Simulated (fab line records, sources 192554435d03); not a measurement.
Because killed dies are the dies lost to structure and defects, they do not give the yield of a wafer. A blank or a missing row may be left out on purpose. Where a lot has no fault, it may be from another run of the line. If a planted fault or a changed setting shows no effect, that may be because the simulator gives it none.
fab line records ; flow n5_finfet
record lots=7; wafers=39
route steps=1938 shown FIN_CUT@173 DUMMY_GATE@228 HKMG_FIN@403 GATE_CUT@477
start_h: start of the lot's first displayed wafer, in hours after the record's first day ; wait_h: hours from the lot's prior step to this one ; " identical to the entry in the row above ; L1.1+2: a single row standing in for several wafers ; - no value, or no start was given ; * or withheld: withheld ; < > ~ a bound
route shown NAME@n: NAME is a module with steps in the file, n the number in the route of the first one ; usual: mean/standard deviation of fault-free wafers ; same: alike in all rows ; chamber/n: place in a boat ; sites: readings site by site ; _std_site: standard deviation across them ; _edge_site: inner sites' mean taken away from outer sites' mean ; radius_mm: how far each site lies from the wafer's centre ; mask NAME#n: copy n ; behind: tool/chamber where the wafer was last shaped ; hold: the reason the lot was held/the length of the hold in hours/how it ended ; device: transistor that didn't switch, given as n, p or np ; end of line: the route-end tests of the same wafers ; for a step that has no rows: nothing shown but its recipe ; killed: at the first sort, the dies lost to defects and structure; wafer yield is something else ; map: the dies of a wafer, with x for killed, . for not killed, _ for no die there
set.NAME: setting as actually run; set.NAME@STEP: the setting as run at that earlier step ; model.NAME: the simulator's own value behind a step, which no gauge read
lots run with intentionally changed settings; tables by step, rows by wafer
## steps
# step N5_FIN_CUT_CUT_ETCH_26
# recipe chemistry=CH3F/O2; target=SiNx; target_depth_a=390; mask_material=SOC; time_s=55.7; pressure_mtorr=30; source_w=395; bias_w=73; Ar_flow_sccm=150; CH3F_flow_sccm=30; O2_flow_sccm=20; ion_energy_ev=120
lot.wafer;tool;chamber;start_h;wait_h;set.target_depth_a;model.etch.depth_nm
L075.1;rie_diel-01;2;34.75;0.0;390;39.2
L075.2;rie_diel-01;1;34.75;0.0;390;39.85
L075.3;rie_diel-01;0;34.75;0.0;347.6;34.17
L075.4;rie_diel-01;3;34.75;0.0;390;40.02
L075.5;rie_diel-01;3;34.75;0.0;347.6;35.31
L075.6;rie_diel-01;2;34.75;0.0;347.6;34.53
L076.1;rie_diel-01;2;39.99;0.0;423.6;41.44
L076.2;rie_diel-01;0;39.99;0.0;423.6;41.33
L076.3;rie_diel-01;1;39.99;0.0;390;39.7
L076.4;rie_diel-01;3;39.99;0.0;390;39.45
L076.5;rie_diel-01;3;39.99;0.0;423.6;43.04
L076.6;rie_diel-01;2;39.99;0.0;390;38.56
L086.1;rie_diel-06;2;104.03;0.0;390;39.47
L086.2;rie_diel-06;1;104.03;0.0;424;42.22
L086.3;rie_diel-06;3;104.03;0.0;424;42.69
L086.4;rie_diel-06;0;104.03;0.0;390;39.2
L086.5;rie_diel-06;3;104.03;0.0;424;43.44
L086.6;rie_diel-06;2;104.03;0.0;390;39.54
L089.1;rie_diel-03;0;117.04;0.0;390;38.84
L089.2;rie_diel-03;1;117.04;0.0;360.1;34.95
L089.3;rie_diel-03;3;117.04;0.0;360.1;36.48
L089.4;rie_diel-03;2;117.04;0.0;390;37.71
L089.5;rie_diel-03;1;117.04;0.0;360.1;34.92
L089.6;rie_diel-03;0;117.04;0.0;390;38.33
L091.1;rie_diel-01;1;129.10;0.0;359.9;36.63
L091.2;rie_diel-01;3;129.10;0.0;390;39.54
L091.3;rie_diel-01;0;129.10;0.0;359.9;34.82
L091.4;rie_diel-01;3;129.10;0.0;390;39.29
L091.5;rie_diel-01;0;129.10;0.0;359.9;34.89
L091.6;rie_diel-01;1;129.10;0.0;390;39.58
L092.1;rie_diel-03;3;135.95;0.0;390;39.56
L092.2;rie_diel-03;1;135.95;0.0;424.2;41.38
L092.3;rie_diel-03;0;135.95;0.0;424.2;41.91
L092.4;rie_diel-03;2;135.95;0.0;424.2;41.14
L092.5;rie_diel-03;0;135.95;0.0;390;38.61
L092.6;rie_diel-03;1;135.95;0.0;390;38.02
L093.1+2;rie_diel-06;2,1;142.26;0.0;390;38.93
L093.5;rie_diel-06;2;142.26;0.0;390;39.12
# step N5_DUMMY_GATE_EXPOSE_12
# recipe mask_id=GATE; na=0.33; source_shape=annular; sigma_inner=0.2; sigma_outer=0.6; polarization=unpolarized; target_cd_nm=25; dose_mj=34
lot.wafer;tool;chamber;start_h;wait_h;mask;set.dose_mj
L075.1+3+6;euv_scanner-02;0;53.16;-;GATE#0;34
L075.2+4+5;euv_scanner-02;0;53.16;-;GATE#0;33.25
L076.1+3+5;euv_scanner-01;0;61.85;-;GATE#0;34
L076.2+4+6;euv_scanner-01;0;61.85;-;GATE#0;31.59
L086.1+3+6;euv_scanner-01;0;124.45;-;GATE#0;34
L086.2+4+5;euv_scanner-01;0;124.45;-;GATE#0;36.18
L089.1+2+3+4+5+6;euv_scanner-02;0;136.14;-;GATE#0;34
L091.1+4+5;euv_scanner-02;0;146.76;-;GATE#0;34
L091.2+3+6;euv_scanner-02;0;146.76;-;GATE#0;36.61
L092.1+2+4;euv_scanner-01;0;160.25;-;GATE#0;34.89
L092.3+5+6;euv_scanner-01;0;160.25;-;GATE#0;34
L093.1+2+5;euv_scanner-02;0;160.62;-;GATE#0;34
# step N5_DUMMY_GATE_PEB_13
# recipe peb_temp_c=100; peb_time_s=60; resist=CAR-EUV
# step N5_DUMMY_GATE_DEVELOP_14
# recipe develop_time_s=30; developer=TMAH; resist=CAR-EUV; rinse_liquid=surfactant_rinse; dry=air_spin; dev_temp_c=23
# step N5_DUMMY_GATE_CD_MEAS_15
# recipe target_cd_nm=25.8; landing_energy_ev=500; detector=se_inlens
# usual cd_nm=24.95/0.28
lot.wafer;tool;chamber;start_h;wait_h;set.dose_mj@DUMMY_GATE_EXPOSE_12;cd_nm
L075.1;cd_sem-02;0;53.28;-;34;24.61
L075.2;cd_sem-02;0;53.28;-;33.25;25.13
L075.3;cd_sem-02;0;53.28;-;34;25.04
L075.4;cd_sem-02;0;53.28;-;33.25;25.59
L075.5;cd_sem-02;0;53.28;-;33.25;25.27
L075.6;cd_sem-02;0;53.28;-;34;24.91
L076.1;cd_sem-03;0;61.97;-;34;25.20
L076.2;cd_sem-03;0;61.97;-;31.59;25.64
L076.3;cd_sem-03;0;61.97;-;34;25.07
L076.4;cd_sem-03;0;61.97;-;31.59;26.16
L076.5;cd_sem-03;0;61.97;-;34;24.75
L076.6;cd_sem-03;0;61.97;-;31.59;26.67
L086.1;cd_sem-01;0;124.58;-;34;25.19
L086.2;cd_sem-01;0;124.58;-;36.18;24.11
L086.3;cd_sem-01;0;124.58;-;34;24.88
L086.4;cd_sem-01;0;124.58;-;36.18;23.87
L086.5;cd_sem-01;0;124.58;-;36.18;24.15
L086.6;cd_sem-01;0;124.58;-;34;24.77
L089.1;cd_sem-02;0;136.27;-;34;24.51
L089.2;cd_sem-02;0;136.27;-;34;24.90
L089.3;cd_sem-02;0;136.27;-;34;24.37
L089.4;cd_sem-02;0;136.27;-;34;24.74
L089.5;cd_sem-02;0;136.27;-;34;24.98
L089.6;cd_sem-02;0;136.27;-;34;24.77
L091.1;cd_sem-03;0;146.89;-;34;25.13
L091.2;cd_sem-03;0;146.89;-;36.61;23.86
L091.3;cd_sem-03;0;146.89;-;36.61;23.21
L091.4;cd_sem-03;0;146.89;-;34;24.75
L091.5;cd_sem-03;0;146.89;-;34;24.77
L091.6;cd_sem-03;0;146.89;-;36.61;23.51
L092.1;cd_sem-02;0;160.37;-;34.89;24.54
L092.2;cd_sem-02;0;160.37;-;34.89;24.34
L092.3;cd_sem-02;0;160.37;-;34;25.07
L092.4;cd_sem-02;0;160.37;-;34.89;24.12
L092.5;cd_sem-02;0;160.37;-;34;24.64
L092.6;cd_sem-02;0;160.37;-;34;24.82
L093.1;cd_sem-01;0;160.74;-;34;24.65
L093.2;cd_sem-01;0;160.74;-;34;25.10
L093.5;cd_sem-01;0;160.74;-;34;25.05
# step N5_DUMMY_GATE_STRIP_38
# recipe chemistry=N2/H2; temp_c=40; n2_flow_sccm=200; h2_flow_sccm=200; rf_frequency_hz=6e+07
# step N5_DUMMY_GATE_STRIP_39
# recipe chemistry=N2/H2; temp_c=40; n2_flow_sccm=200; h2_flow_sccm=200; rf_frequency_hz=6e+07
# step N5_DUMMY_GATE_TRIM_49
# recipe chemistry=O2; resist=SOC; time_s=29; target_cd_nm=14; source_power_w=300; bias_power_w=0; O2_flow_sccm=100; temp_c=20
lot.wafer;tool;chamber;start_h;wait_h;set.dose_mj@DUMMY_GATE_EXPOSE_12;model.DUMMY_GATE.cd_nm
L075.1;rie_si-06;1;53.65;0.0;34;13
L075.2;rie_si-06;0;53.65;0.0;33.25;14
L075.3+6;rie_si-06;2;53.65;0.0;34;13.6
L075.4;rie_si-06;0;53.65;0.0;33.25;14.2
L075.5;rie_si-06;1;53.65;0.0;33.25;13.4
L076.1+3;rie_si-04;1,0;62.33;0.0;34;14.2
L076.2+6;rie_si-04;3,1;62.33;0.0;31.59;15.6
L076.4;rie_si-04;2;62.33;0.0;31.59;15.2
L076.5;rie_si-04;0;62.33;0.0;34;13.8
L086.1;rie_si-01;3;124.94;0.0;34;14.4
L086.2;rie_si-01;2;124.94;0.0;36.18;12.2
L086.3;rie_si-01;0;124.94;0.0;34;14.6
L086.4;rie_si-01;1;124.94;0.0;36.18;13
L086.5;rie_si-01;1;124.94;0.0;36.18;12.8
L086.6;rie_si-01;0;124.94;0.0;34;14.2
L089.1+4;rie_si-04;3,0;136.63;0.0;34;13.6
L089.2;rie_si-04;2;136.63;0.0;34;14
L089.3+5;rie_si-04;1;136.63;0.0;34;14.2
L089.6;rie_si-04;0;136.63;0.0;34;13.4
L091.1;rie_si-06;0;147.25;0.0;34;14
L091.2;rie_si-06;1;147.25;0.0;36.61;12.4
L091.3;rie_si-06;3;147.25;0.0;36.61;12
L091.4;rie_si-06;2;147.25;0.0;34;13.8
L091.5;rie_si-06;2;147.25;0.0;34;13.6
L091.6;rie_si-06;1;147.25;0.0;36.61;12.6
L092.1;rie_si-01;1;161.00;0.0;34.89;13.4
L092.2;rie_si-01;2;161.00;0.0;34.89;12.8
L092.3;rie_si-01;0;161.00;0.0;34;14
L092.4;rie_si-01;3;161.00;0.0;34.89;13.8
L092.5;rie_si-01;1;161.00;0.0;34;13.6
L092.6;rie_si-01;2;161.00;0.0;34;13.8
L093.1+5;rie_si-06;3,2;161.12;0.0;34;13.8
L093.2;rie_si-06;0;161.12;0.0;34;14
# step N5_HKMG_FIN_ETCH_55
# recipe chemistry=N2/H2; target=SOC; target_depth_a=2400; temp_c=40; time_s=300; ion_energy_ev=200; mask_material=SiARC; pressure_mtorr=30; source_w=840; bias_w=150; n2_flow_sccm=200; h2_flow_sccm=200
lot.wafer;tool;chamber;start_h;wait_h;set.time_s;model.etch.depth_nm;model.HKMG_FIN.feature_depth_nm;model.SiARC_of_HKMG_FIN_COAT_42.thk_nm
L075.1;rie_diel-04;1;77.70;0.0;300;235.8;235.8;21.6
L075.2;rie_diel-04;0;77.70;0.0;300;236.6;236.6;21.4
L075.3;rie_diel-04;3;77.70;0.0;300;228.7;228.8;22
L075.4;rie_diel-04;2;77.70;0.0;300;229.6;229.6;22
L075.5;rie_diel-04;0;77.70;0.0;300;237.6;237.6;21.4
L075.6;rie_diel-04;3;77.70;0.0;300;229.4;229.4;22
L076.1;rie_diel-04;0;88.65;0.0;327;257.9;258;20
L076.2;rie_diel-04;2;88.65;0.0;300;228.9;229;22.2
L076.3;rie_diel-04;3;88.65;0.0;300;227.5;227.6;22
L076.4;rie_diel-04;3;88.65;0.0;327;249.4;249.4;20.8
L076.5;rie_diel-04;2;88.65;0.0;300;229.3;229.4;22
L076.6;rie_diel-04;0;88.65;0.0;327;258.7;258.8;20
L086.1;rie_diel-04;1;150.75;0.0;300;234.5;234.4;21.6
L086.2;rie_diel-04;2;150.75;0.0;300;229.2;229.2;22
L086.3;rie_diel-04;0;150.75;0.0;300;238.9;238.8;21
L086.4;rie_diel-04;2;150.75;0.0;300;231.5;231.4;21.8
L086.5;rie_diel-04;1;150.75;0.0;300;236.2;236.2;21.4
L086.6;rie_diel-04;0;150.75;0.0;300;240.1;240.2;21
L089.1;rie_diel-04;0;161.67;0.0;248.5;199;199;23.6
L089.2;rie_diel-04;1;161.67;0.0;248.5;195.5;195.4;23.8
L089.3;rie_diel-04;3;161.67;0.0;300;239.5;239.4;21.2
L089.4;rie_diel-04;2;161.67;0.0;248.5;193.1;193;24.2
L089.5;rie_diel-04;0;161.67;0.0;300;240.9;241;21.2
L089.6;rie_diel-04;1;161.67;0.0;300;235.7;235.8;21.4
L091.1;rie_diel-04;2;172.63;0.0;251;191;191;24
L091.2;rie_diel-04;0;172.63;0.0;251;198.1;198;23.4
L091.3;rie_diel-04;3;172.63;0.0;300;237.8;237.8;21.4
L091.4;rie_diel-04;1;172.63;0.0;251;196.3;196.4;23.6
L091.5;rie_diel-04;3;172.63;0.0;300;237.9;237.8;21.2
L091.6;rie_diel-04;2;172.63;0.0;300;228.8;228.8;21.8
L092.1;rie_diel-05;1;185.45;0.0;246.8;191.5;191.4;24
L092.2;rie_diel-05;2;185.45;0.0;246.8;185.9;186;24
L092.3;rie_diel-05;3;185.45;0.0;246.8;209.7;209.8;22.8
L092.4;rie_diel-05;0;185.45;0.0;300;248.4;248.4;21.4
L092.5;rie_diel-05;2;185.45;0.0;300;225;225;22
L092.6;rie_diel-05;1;185.45;0.0;300;233.6;233.6;21.6
L093.1;rie_diel-02;1;187.95;0.0;300;224.6;224.6;22
L093.2;rie_diel-02;2;187.95;0.0;300;234.6;234.6;22.2
L093.5;rie_diel-02;1;187.95;0.0;300;224.4;224.4;22
# step N5_HKMG_FIN_ETCH_35
# recipe chemistry=N2/H2; target=SOC; target_depth_a=2158; ion_energy_ev=65; bias_w=5; source_w=3000; time_s=243.4; pressure_mtorr=30; n2_flow_sccm=200; h2_flow_sccm=200
lot.wafer;tool;chamber;start_h;wait_h;set.time_s;model.etch.depth_nm;model.HKMG_FIN.feature_depth_nm;model.SOC_of_HKMG_FIN_COAT_29.thk_nm
L075.1;rie_diel-04;1;81.15;0.0;282.5;246.2;246.2;53.8
L075.2;rie_diel-04;2;81.15;0.0;282.5;240.7;240.8;60.2
L075.3;rie_diel-04;0;81.15;0.0;282.5;247;247;54.8
L075.4;rie_diel-04;3;81.15;0.0;243.4;202.6;202.6;98
L075.5;rie_diel-04;3;81.15;0.0;243.4;201.6;201.6;98.8
L075.6;rie_diel-04;2;81.15;0.0;243.4;208;208;93.4
L076.1;rie_diel-02;1;92.32;0.0;243.4;203;203;96.8
L076.2;rie_diel-02;0;92.32;0.0;243.4;214.6;214.6;86.8
L076.3;rie_diel-02;3;92.32;0.0;243.4;199.5;199.6;101
L076.4;rie_diel-02;2;92.32;0.0;243.4;213.7;213.6;85.8
L076.5;rie_diel-02;0;92.32;0.0;243.4;215.8;215.8;84.2
L076.6;rie_diel-02;1;92.32;0.0;243.4;202.4;202.4;96.4
L086.1;rie_diel-04;2;154.35;0.0;243.4;211.8;211.8;88
L086.2;rie_diel-04;1;154.35;0.0;243.4;214.6;214.6;85.2
L086.3;rie_diel-04;0;154.35;0.0;191.1;170.5;170.6;128
L086.4;rie_diel-04;1;154.35;0.0;191.1;168.1;168;131.6
L086.5;rie_diel-04;2;154.35;0.0;191.1;165.5;165.4;134
L086.6;rie_diel-04;0;154.35;0.0;243.4;218.9;219;80.2
L089.1;rie_diel-04;0;165.15;0.0;243.4;214.2;214.2;87.4
L089.2;rie_diel-04;2;165.15;0.0;243.4;207.4;207.4;93.8
L089.3;rie_diel-04;1;165.15;0.0;243.4;212.4;212.4;88.6
L089.4;rie_diel-04;3;165.15;0.0;243.4;211;211;90.4
L089.5;rie_diel-04;0;165.15;0.0;243.4;215.5;215.4;86
L089.6;rie_diel-04;3;165.15;0.0;243.4;211.7;211.6;89.8
L091.1;rie_diel-05;0;176.16;0.0;243.4;230;230;71.4
L091.2;rie_diel-05;3;176.16;0.0;225.1;212.4;212.4;89.2
L091.3;rie_diel-05;2;176.16;0.0;243.4;205.8;205.8;96
L091.4;rie_diel-05;1;176.16;0.0;243.4;211.6;211.6;89.8
L091.5;rie_diel-05;3;176.16;0.0;225.1;212.8;212.8;88.2
L091.6;rie_diel-05;2;176.16;0.0;225.1;190.5;190.6;111.2
L092.1;rie_diel-02;0;189.04;0.0;243.4;214.2;214.2;86.4
L092.2;rie_diel-02;3;189.04;0.0;243.4;200.4;200.4;100.2
L092.3;rie_diel-02;2;189.04;0.0;243.4;212.8;212.8;88.6
L092.4;rie_diel-02;1;189.04;0.0;243.4;204.9;204.8;96.6
L092.5;rie_diel-02;3;189.04;0.0;243.4;202.2;202.2;98.4
L092.6;rie_diel-02;2;189.04;0.0;243.4;212.8;212.8;88.2
L093.1;rie_diel-05;2;191.92;0.0;243.4;204.9;204.8;94.2
L093.2;rie_diel-05;0;191.92;0.0;243.4;226.9;226.8;72.6
L093.5;rie_diel-05;0;191.92;0.0;243.4;226.3;226.2;72.8
# step N5_GATE_CUT_HM_DEP_46
# recipe material=SiO2; target_thk_a=1300; temp_c=400; precursor=TEOS/O2; pressure_torr=6.5; rf_w=900; teos_flow_sccm=161.4; gas=O2; flow_sccm=2650; time_s=26.6
lot.wafer;tool;chamber;start_h;wait_h;set.target_thk_a;model.SiO2_of_GATE_CUT_HM_DEP_46.thk_nm
L075.1;pecvd-03;1;92.27;0.0;1300;128.4
L075.2;pecvd-03;0;92.27;0.0;1300;133.2
L075.3;pecvd-03;2;92.27;0.0;1300;126.2
L075.4;pecvd-03;2;92.27;0.0;1300;129.4
L075.5;pecvd-03;1;92.27;0.0;1300;131.8
L075.6;pecvd-03;0;92.27;0.0;1300;134.2
L076.1;pecvd-03;0;100.19;0.0;1149;117.2
L076.2;pecvd-03;2;100.19;0.0;1149;112.6
L076.3;pecvd-03;1;100.19;0.0;1149;116.4
L076.4;pecvd-03;1;100.19;0.0;1300;131.4
L076.5;pecvd-03;2;100.19;0.0;1300;129.4
L076.6;pecvd-03;0;100.19;0.0;1300;133.6
L086.1;pecvd-01;2;161.90;0.0;1300;129
L086.2;pecvd-01;0;161.90;0.0;1300;125.4
L086.3;pecvd-01;1;161.90;0.0;1300;126.6
L086.4;pecvd-01;2;161.90;0.0;1199;120.2
L086.5;pecvd-01;1;161.90;0.0;1199;119.2
L086.6;pecvd-01;0;161.90;0.0;1199;116.8
L089.1;pecvd-03;0;172.96;0.0;1300;134
L089.2+3;pecvd-03;1,2;172.96;0.0;1300;132.4
L089.4;pecvd-03;2;172.96;0.0;1300;133
L089.5;pecvd-03;0;172.96;0.0;1300;136.4
L089.6;pecvd-03;1;172.96;0.0;1300;135
L091.1;pecvd-03;1;184.81;0.0;1351;136.4
L091.2;pecvd-03;2;184.81;0.0;1351;135.4
L091.3;pecvd-03;0;184.81;0.0;1351;138.6
L091.4;pecvd-03;2;184.81;0.0;1300;132.6
L091.5;pecvd-03;0;184.81;0.0;1300;135
L091.6;pecvd-03;1;184.81;0.0;1300;133
L092.1;pecvd-02;2;196.72;0.0;1300;130.6
L092.2;pecvd-02;0;196.72;0.0;1461;147
L092.3;pecvd-02;1;196.72;0.0;1300;130.4
L092.4;pecvd-02;1;196.72;0.0;1461;148
L092.5;pecvd-02;0;196.72;0.0;1300;132.4
L092.6;pecvd-02;2;196.72;0.0;1461;147.8
L093.1;pecvd-03;0;199.58;0.0;1300;130
L093.2;pecvd-03;1;199.58;0.0;1300;128
L093.5;pecvd-03;2;199.58;0.0;1300;130.2
# step N5_GATE_CUT_COAT_34
# recipe resist=SOC; temp_c=250; time_s=60; spin_rpm=1500; resist_thk_nm=60
# step N5_GATE_CUT_COAT_35
# recipe resist=SiARC; temp_c=220; time_s=60; spin_rpm=1500; resist_thk_nm=10
# step N5_GATE_CUT_STRIP_38
# recipe chemistry=N2/H2; temp_c=40; n2_flow_sccm=200; h2_flow_sccm=200; rf_frequency_hz=6e+07
# step N5_GATE_CUT_STRIP_39
# recipe chemistry=N2/H2; temp_c=40; n2_flow_sccm=200; h2_flow_sccm=200; rf_frequency_hz=6e+07
# step N5_GATE_CUT_HM_OPEN_40
# recipe chemistry=C4F6/O2; target=SiO2; mask_material=SiARC; target_depth_a=1390; time_s=85.1; ion_energy_ev=250; pressure_mtorr=30; source_w=345; bias_w=185; Ar_flow_sccm=300; C4F6_flow_sccm=10; O2_flow_sccm=10; ends=cleared
# usual etch_rf_on_time_s=94.8/2.4
lot.wafer;tool;chamber;start_h;wait_h;set.target_thk_a@GATE_CUT_HM_DEP_46;etch_rf_on_time_s;model.etch.depth_nm;model.SOC_of_GATE_CUT_COAT_34.thk_nm
L075.1;rie_diel-03;1;92.89;0.0;1300;94.9;128.3;33
L075.2;rie_diel-03;0;92.89;0.0;1300;96.9;133.2;31.4
L075.3;rie_diel-03;3;92.89;0.0;1300;90.4;126.2;33.8
L075.4;rie_diel-03;2;92.89;0.0;1300;96.7;129.3;33
L075.5;rie_diel-03;1;92.89;0.0;1300;96.7;131.8;32.4
L075.6;rie_diel-03;0;92.89;0.0;1300;97.7;134.2;31.2
L076.1;rie_diel-03;0;100.89;0.0;1149;85.0;117.3;35
L076.2;rie_diel-03;2;100.89;0.0;1149;83.6;112.5;36.8
L076.3;rie_diel-03;3;100.89;0.0;1149;82.5;116.5;36.2
L076.4;rie_diel-03;1;100.89;0.0;1300;96.3;131.5;33
L076.5;rie_diel-03;0;100.89;0.0;1300;94.1;129.4;32.6
L076.6;rie_diel-03;1;100.89;0.0;1300;97.8;133.5;32.4
L086.1;rie_diel-03;2;162.57;0.0;1300;95.9;129;32.8
L086.2;rie_diel-03;0;162.57;0.0;1300;92.6;125.4;33
L086.3;rie_diel-03;3;162.57;0.0;1300;90.4;126.6;33.6
L086.4;rie_diel-03;3;162.57;0.0;1199;85.8;120.1;35.2
L086.5;rie_diel-03;2;162.57;0.0;1199;89.0;119.2;34.8
L086.6;rie_diel-03;0;162.57;0.0;1199;85.0;116.8;34.8
L089.1;rie_diel-03;0;173.92;0.0;1300;97.9;134;31.2
L089.2;rie_diel-03;3;173.92;0.0;1300;94.5;132.5;32.8
L089.3;rie_diel-03;2;173.92;0.0;1300;98.1;132.5;32.2
L089.4;rie_diel-03;1;173.92;0.0;1300;98.7;133.1;32.2
L089.5;rie_diel-03;1;173.92;0.0;1300;100.6;136.5;31.6
L089.6;rie_diel-03;0;173.92;0.0;1300;97.7;135.1;31.2
L091.1;rie_diel-06;2;185.56;0.0;1351;98.0;136.3;31.8
L091.2;rie_diel-06;1;185.56;0.0;1351;97.8;135.5;32
L091.3;rie_diel-06;3;185.56;0.0;1351;97.3;138.5;31.2
L091.4;rie_diel-06;0;185.56;0.0;1300;93.8;132.6;32.4
L091.5;rie_diel-06;2;185.56;0.0;1300;95.9;134.9;32
L091.6;rie_diel-06;3;185.56;0.0;1300;93.4;133;32.2
L092.1;rie_diel-06;2;197.34;0.0;1300;94.6;130.6;33
L092.2;rie_diel-06;1;197.34;0.0;1461;107.3;147;29.4
L092.3;rie_diel-06;0;197.34;0.0;1300;92.1;130.4;32.6
L092.4;rie_diel-06;3;197.34;0.0;1461;105.4;148.1;28.8
L092.5;rie_diel-06;3;197.34;0.0;1300;93.1;132.5;32
L092.6;rie_diel-06;0;197.34;0.0;1461;105.2;147.8;29.2
L093.1;rie_diel-03;0;200.70;0.0;1300;95.5;130.1;32
L093.2;rie_diel-03;3;200.70;0.0;1300;90.9;128;33.4
L093.5;rie_diel-03;3;200.70;0.0;1300;93.5;130.2;33
## key
split step=N5_FIN_CUT_CUT_ETCH_26; setting=target_depth_a; stated=390; by=wafer
response step=N5_FIN_CUT_CUT_ETCH_26; reading=model.etch.depth_nm; change=+0.397; per=1%; r=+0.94
split step=N5_DUMMY_GATE_EXPOSE_12; setting=dose_mj; stated=34; by=wafer
response step=N5_DUMMY_GATE_CD_MEAS_15; reading=cd_nm; change=-0.165; per=1%; r=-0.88
response step=N5_DUMMY_GATE_TRIM_49; reading=model.DUMMY_GATE.cd_nm; change=-0.213; per=1%; r=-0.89
split step=N5_HKMG_FIN_ETCH_55; setting=time_s; stated=300; by=wafer
response step=N5_HKMG_FIN_ETCH_55; reading=model.etch.depth_nm; change=+2.44; per=1%; r=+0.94
response step=N5_HKMG_FIN_ETCH_55; reading=model.HKMG_FIN.feature_depth_nm; change=+2.44; per=1%; r=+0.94
response step=N5_HKMG_FIN_ETCH_55; reading=model.SiARC_of_HKMG_FIN_COAT_42.thk_nm; change=-0.137; per=1%; r=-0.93
split step=N5_HKMG_FIN_ETCH_35; setting=time_s; stated=243.4; by=wafer
response step=N5_HKMG_FIN_ETCH_35; reading=model.etch.depth_nm; change=+2.24; per=1%; r=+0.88
response step=N5_HKMG_FIN_ETCH_35; reading=model.HKMG_FIN.feature_depth_nm; change=+2.25; per=1%; r=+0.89
response step=N5_HKMG_FIN_ETCH_35; reading=model.SOC_of_HKMG_FIN_COAT_29.thk_nm; change=-2.23; per=1%; r=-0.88
split step=N5_GATE_CUT_HM_DEP_46; setting=target_thk_a; stated=1300; by=wafer
response step=N5_GATE_CUT_HM_DEP_46; reading=model.SiO2_of_GATE_CUT_HM_DEP_46.thk_nm; change=+1.28; per=1%; r=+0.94
response step=N5_GATE_CUT_HM_OPEN_40; reading=etch_rf_on_time_s; change=*; per=1%; r=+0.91
response step=N5_GATE_CUT_HM_OPEN_40; reading=model.etch.depth_nm; change=+1.28; per=1%; r=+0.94
response step=N5_GATE_CUT_HM_OPEN_40; reading=model.SOC_of_GATE_CUT_COAT_34.thk_nm; change=-0.266; per=1%; r=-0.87
